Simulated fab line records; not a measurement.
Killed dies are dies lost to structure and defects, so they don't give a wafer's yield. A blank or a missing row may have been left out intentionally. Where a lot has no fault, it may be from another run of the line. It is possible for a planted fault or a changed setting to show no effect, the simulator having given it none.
Matching of chambers | flow n5_finfet | N5_BEOL_M1_PRE_CLEAN_60 on cvd_co-02: 3 sister chambers
The step time 15 s. 30 wafers are shown with their chamber, then 12 later ones without.

== WAFERS, EACH WITH ITS CHAMBER ==
wafer  | chamber | heater_power_w (W)
L074.2 | 2       | 75
L074.3 | 2       | 77
L074.4 | 0       | 110
L079.1 | 0       | 113
L079.2 | 2       | 78
L079.3 | 1       | 77
L079.4 | 1       | 80
L079.5 | 0       | 112
L079.6 | 2       | 78
L081.1 | 0       | 108
L081.3 | 0       | 109
L081.6 | 1       | 81
L082.1 | 0       | 112
L082.2 | 1       | 77
L082.3 | 1       | 81
L082.4 | 0       | 109
L082.5 | 0       | 110
L082.6 | 1       | 81
L083.1 | 0       | 114
L083.4 | 0       | 112
L083.5 | 2       | 77
L086.2 | 1       | 80
L086.3 | 2       | 79
L086.6 | 2       | 78
L088.1 | 1       | 80
L088.2 | 0       | 110
L088.3 | 2       | 75
L088.4 | 2       | 76
L088.5 | 0       | 111
L088.6 | 1       | 79

SIGNATURES (means of the wafers above)
reading        | chamber 0 | chamber 1 | chamber 2 | scatter within a chamber
heater_power_w | 110.83    | 79.56     | 77.00     | 1.63
Rule: for each reading, subtract the chamber's mean from the wafer's reading, divide by that reading's scatter and square the result; add these up over the readings and take the root, which gives the wafer's distance from the chamber. If the next closest chamber is less than 2 further off than the closest, the wafer can't be placed; otherwise it belongs to the closest. How the scatter is found: for the shown wafers, subtract from each reading the mean of its chamber, square and add these, divide the total by (wafers less chambers), then take the root.

== WAFERS WITHOUT THEIR CHAMBER ==
wafer  | heater_power_w (W)
L092.1 | 114
L092.2 | 81
L092.4 | 109
L094.3 | 81
L094.4 | 77
L094.6 | 81
L096.1 | 75
L096.2 | 80
L096.3 | 110
L096.4 | 78
L096.5 | 109
L096.6 | 80

== CHAMBER TAKEN BY EACH ==
wafer  | from the rows above     | in truth
L092.1 | 0                       | 0
L092.2 | can't be placed: 1 or 2 | 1
L092.4 | 0                       | 0
L094.3 | can't be placed: 1 or 2 | 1
L094.4 | can't be placed: 2 or 1 | 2
L094.6 | can't be placed: 1 or 2 | 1
L096.1 | can't be placed: 2 or 1 | 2
L096.2 | can't be placed: 1 or 2 | 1
L096.3 | 0                       | 0
L096.4 | can't be placed: 2 or 1 | 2
L096.5 | 0                       | 0
L096.6 | can't be placed: 1 or 2 | 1
Correct placement for 4 of the 12. Not placeable from these rows: 8 (in 8, the candidates include the true chamber). Number placed wrongly: 0.
